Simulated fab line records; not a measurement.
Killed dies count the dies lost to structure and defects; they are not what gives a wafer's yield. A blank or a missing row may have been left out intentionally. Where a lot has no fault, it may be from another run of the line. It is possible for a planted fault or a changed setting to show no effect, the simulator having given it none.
Matching of chambers -- flow nand_harc -- 3 sister chambers for NHARC_P_M1_DEP_33 on pecvd-03
The step deposits SiCN, target thk 30 nm. 14 wafers are shown with their chamber, then 7 later ones without.

== WAFERS, EACH WITH ITS CHAMBER ==
wafer,chamber,heater_power_w (W)
L922.1,1,512
L922.2,0,698
L922.3,2,568
L925.2,1,538
L925.4,2,546
L925.5,0,673
L926.2,0,740
L926.4,1,578
L926.5,0,693
L927.1,0,738
L927.2,2,547
L927.6,2,549
L938.2,0,752
L938.4,0,784

SIGNATURES (averages over the wafers above)
reading,chamber 0,chamber 1,chamber 2,scatter within a chamber
heater_power_w,725.43,542.67,552.50,32.5
Rule: for a wafer and a chamber, the distance is found by dividing, reading by reading, the gap between the wafer's reading and the chamber's mean by the reading's scatter, squaring, summing and taking the root. The wafer belongs to the nearest chamber; if the next one is less than 2 further off, it can't be placed. The scatter is the square root of a quotient: the sum, over the shown wafers, of each reading's squared deviation from its chamber's mean, divided by wafers minus chambers.

== WAFERS WITH NO CHAMBER GIVEN ==
wafer,heater_power_w (W)
L938.5,564
L940.1,659
L940.3,570
L940.5,559
L942.1,585
L942.2,562
L942.5,601

== CHAMBER TAKEN BY EACH ==
wafer,from the rows above,in truth
L938.5,can't be placed: 2 or 1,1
L940.1,can't be placed: 0 or 2 or 1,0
L940.3,can't be placed: 2 or 1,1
L940.5,can't be placed: 2 or 1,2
L942.1,can't be placed: 2 or 1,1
L942.2,can't be placed: 2 or 1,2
L942.5,can't be placed: 2 or 1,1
Placed correctly: 0 of 7. From these rows, 7 cannot be placed; in 7 the true chamber is one of the candidates. Placed wrongly: 0.
